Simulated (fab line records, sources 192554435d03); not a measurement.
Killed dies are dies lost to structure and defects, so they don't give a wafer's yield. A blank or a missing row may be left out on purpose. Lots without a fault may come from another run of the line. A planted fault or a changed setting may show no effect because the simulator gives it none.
A struck lot beside a sound one | flow n5_finfet | 37 steps out of a route of 1938
Sound: wafers L465.2, L465.5, L465.6. Struck: wafers L481.3, L481.4, L481.5. The cause comes at the end.
At each step with rows: each side's tool, then ch and its chambers, then its first start. Under that, the readings that differ: sound wafers | struck wafers | difference of the means | sigmas: that difference in standard deviations of wafers without a fault.
alike: readings whose means differ by less than 2 such deviations, and words and numbers that are the same on both sides. not compared: withheld readings, readings that some wafer has no value for, bounds like >300 that may hide the same value, and numbers for which the record gives no deviation and whose values overlap.
The two part at a step that has a row with sigmas, a row that says differs or no value, or rows on one side only. Numbers that don't overlap but have no deviation are shown without sigmas and don't part them. A reading that every wafer of one side lacks parts them only if that side has two wafers or more.

first, 9 steps without rows for these wafers: N5_FIN_SAQP_EXPOSE_13 (exposes mask FIN CORE, target cd 35.6 nm); N5_FIN_SAQP_PEB_14 (peb time 60 s); N5_FIN_SAQP_DEVELOP_15 (develop time 30 s); N5_FIN_SAQP_DESCUM_21 (chemistry O2, time 7.9 s); N5_FIN_SAQP_ETCH_51 (etches SiARC in CF4, target depth 45.5 nm, time 75.8 s); N5_FIN_SAQP_ETCH_52 (etches SOC in N2/H2, target depth 100 nm, overetch 20 nm, time 150 s); N5_FIN_SAQP_STRIP_53 (strips in N2/H2); N5_FIN_SAQP_HM_OPEN_73 (chemistry CHF3/O2, target SiO2, stops on a-Si, target depth 12 nm, time 16.8 s); N5_FIN_SAQP_STRIP_74 (strips in CHF3/O2).
N5_FIN_SAQP_MANDREL_ETCH_22: etches a-Si in HBr/Cl2, stops on SiNx, target depth 60 nm, bt time 10 s, time 30 s.
  sound on rie_si-03 ch 2,3, day 3 00:55; struck on rie_si-03 ch 0,1, day 7 12:55
  alike: bias_w, drypump_motor_current_A, oes_product_au, throttle_valve_pct
  not compared: rf_hours_counter_h
then, 25 steps without rows for these wafers: N5_FIN_SAQP_STRIP_55 (strips in N2/H2); N5_FIN_SAQP_STRIP_23 (strips in SPM, time 750 s); N5_FIN_SAQP_SRD_66 (time 30 s); N5_FIN_SAQP_RECESS_75 (chemistry HF/NH3, target SiO2, target depth 14.4 nm, afs cycles 3, sublimation time 60 s); N5_FIN_SAQP_SPACER1_ALD_24 (deposits SiO2, target thk 20.3 nm, pulse time 1 s, purge time 2 s); N5_FIN_SAQP_SPACER1_ETCHBACK_25 (etches SiO2 in CHF3/O2, target depth 24.4 nm, time 12.2 s); N5_FIN_SAQP_MANDREL1_REMOVE_56 (chemistry HBr/Cl2/O2, target a-Si, stops on SiNx, bt time 10 s); N5_FIN_SAQP_ETCH_57 (etches SiNx in CH3F/O2, target depth 32.5 nm, time 46.4 s); N5_FIN_SAQP_ETCH_65 (etches SiO2 in CF4, target depth 4 nm, time 4.4 s); N5_FIN_SAQP_MANDREL_ETCH_58 (etches a-Si in HBr/Cl2, stops on SiNx, target depth 45 nm, bt time 10 s, time 27 s); N5_FIN_SAQP_RECESS_63 (chemistry HF/NH3, target SiO2, target depth 18 nm, afs cycles 3, sublimation time 60 s); N5_FIN_SAQP_COAT_68 (time 60 s, resist thk 100 nm); N5_FIN_SAQP_ETCH_69 (etches SOC in N2/H2, stops on SiNx, target depth 150 nm); N5_FIN_SAQP_ETCH_67 (etches SiNx in CH3F/O2, target depth 30 nm); N5_FIN_SAQP_STRIP_70 (strips in N2/H2); N5_FIN_SAQP_RECESS_71 (chemistry HF/NH3, target SiO2, target depth 3 nm, afs cycles 1, sublimation time 60 s); N5_FIN_SAQP_SPACER2_ALD_28 (deposits SiO2, target thk 8.1 nm, pulse time 1 s, purge time 2 s); N5_FIN_SAQP_SPACER2_ETCHBACK_29 (etches SiO2 in CHF3/O2, target depth 12.2 nm, time 6.1 s); N5_FIN_SAQP_MANDREL2_REMOVE_60 (chemistry HBr/Cl2/O2, target a-Si, stops on SiNx, bt time 10 s); N5_FIN_SAQP_HM_OPEN_33 (chemistry CH3F/O2, target SiNx, target depth 49.4 nm, time 70.6 s); N5_FIN_SAQP_ETCH_34 (etches SiO2 in C4F6/O2, target depth 45 nm, time 15 s); N5_FIN_SAQP_STRIP_77 (strips in N2/H2, time 90 s); N5_FIN_SAQP_ETCH_64 (etches SiO2 in CF4, target depth 1.5 nm); N5_FIN_SAQP_FIN_ETCH_36 (etches the open film in HBr/Cl2/O2, target depth 120 nm, time 50.4 s); N5_FIN_SAQP_PRECLEAN_38 (cleans in O3/DIW, time 45 s).
N5_FIN_SAQP_INSPECT_40: inspects for defects (brightfield).
  sound on defect_inspect-01, day 3 04:50; struck on defect_inspect-01, day 7 18:14
  reading          | sound       | struck         | difference | sigmas
  raw_defect_count | 212 380 246 | 1665 1437 1661 | +1308      | +23
N5_FIN_CUT_INSPECT_10: inspects for defects (brightfield).
  sound on defect_inspect-01, day 3 05:14; struck on defect_inspect-01, day 7 18:38
  reading          | sound    | struck         | difference | sigmas
  raw_defect_count | 31 59 28 | 1399 1277 1398 | +1319      | +99 or more

WHERE THEY PART
First at N5_FIN_SAQP_INSPECT_40; last, within this record, at N5_FIN_CUT_INSPECT_10.

WHY: what the simulator had put in
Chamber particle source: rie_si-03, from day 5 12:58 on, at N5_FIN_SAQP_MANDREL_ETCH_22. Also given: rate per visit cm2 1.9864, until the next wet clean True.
